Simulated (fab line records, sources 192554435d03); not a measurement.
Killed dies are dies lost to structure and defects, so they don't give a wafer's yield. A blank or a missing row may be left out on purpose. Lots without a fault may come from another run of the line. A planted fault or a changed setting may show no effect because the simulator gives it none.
Chamber matching | flow n5_finfet | N5_HKMG_FIN_ALD_75 on ald_hk-03: 4 sister chambers
The step deposits Al2O3, target thk 1 nm, co reactant pulse time 1 s. 22 wafers are shown with their chamber, then 11 later ones without.

WAFERS WITH THEIR CHAMBER
wafer  | chamber | heater_power_outer_w (W) | heater_power_w (W) | precursor_pulse_height_rel
L076.1 | 0       | 75                       | 154                | 0.972
L076.3 | 3       | 79                       | 149                | 1.007
L076.6 | 0       | 75                       | 152                | 1.006
L079.3 | 2       | 70                       | 144                | 0.962
L079.4 | 1       | 68                       | 151                | 1.017
L079.6 | 0       | 74                       | 155                | 1.017
L082.1 | 0       | 73                       | 153                | 0.971
L082.2 | 2       | 71                       | 148                | 1.002
L082.4 | 3       | 77                       | 146                | 0.988
L084.1 | 0       | 73                       | 150                | 0.988
L084.2 | 2       | 72                       | 144                | 0.960
L084.6 | 1       | 68                       | 147                | 0.986
L088.2 | 0       | 74                       | 156                | 1.002
L088.3 | 3       | 78                       | 148                | 0.993
L088.5 | 0       | 76                       | 154                | 1.014
L090.1 | 1       | 70                       | 154                | 1.006
L090.4 | 2       | 73                       | 146                | 0.990
L090.5 | 3       | 80                       | 148                | 1.023
L089.2 | 3       | 79                       | 143                | 0.968
L089.3 | 0       | 75                       | 152                | 0.993
L089.4 | 1       | 68                       | 149                | 1.026
L092.3 | 3       | 80                       | 150                | 1.021

SIGNATURES (means of the wafers above)
reading                    | chamber 0 | chamber 1 | chamber 2 | chamber 3 | scatter within a chamber
heater_power_outer_w       | 74.38     | 68.50     | 71.50     | 78.83     | 1.12
heater_power_w             | 153.25    | 150.25    | 145.50    | 147.33    | 2.29
precursor_pulse_height_rel | 0.99538   | 1.00875   | 0.97850   | 1.00000   | 0.0191
Rule: a wafer's distance from a chamber is the root of the sum, over the readings, of the square of ((its reading less the chamber's mean) divided by the reading's scatter). The wafer belongs to the nearest chamber; if the next one is less than 2 further off, it can't be placed. The scatter: the root of (the sum of the squares of (reading less its chamber's mean) over the shown wafers, divided by (wafers less chambers)).

WAFERS WITHOUT THEIR CHAMBER
wafer  | heater_power_outer_w (W) | heater_power_w (W) | precursor_pulse_height_rel
L092.4 | 68                       | 152                | 1.003
L092.6 | 79                       | 148                | 1.026
L093.1 | 71                       | 146                | 1.002
L093.2 | 67                       | 149                | 0.976
L093.4 | 73                       | 154                | 0.989
L094.1 | 78                       | 149                | 1.007
L094.2 | 74                       | 149                | 1.033
L094.5 | 68                       | 150                | 1.025
L097.2 | 71                       | 144                | 1.012
L097.4 | 69                       | 148                | 1.039
L097.5 | 69                       | 151                | 0.991

WHICH CHAMBER EACH WENT THROUGH
wafer  | from the rows above          | in truth
L092.4 | 1                            | 1
L092.6 | 3                            | 3
L093.1 | can't be placed: 2 or 1      | 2
L093.2 | 1                            | 1
L093.4 | 0                            | 0
L094.1 | 3                            | 3
L094.2 | can't be placed: 0 or 2 or 3 | 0
L094.5 | 1                            | 1
L097.2 | can't be placed: 2 or 1      | 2
L097.4 | 1                            | 1
L097.5 | 1                            | 1
Placed correctly: 8 of 11. Can't be placed from these rows: 3 (the true chamber is among the candidates in 3). Placed wrongly: 0.
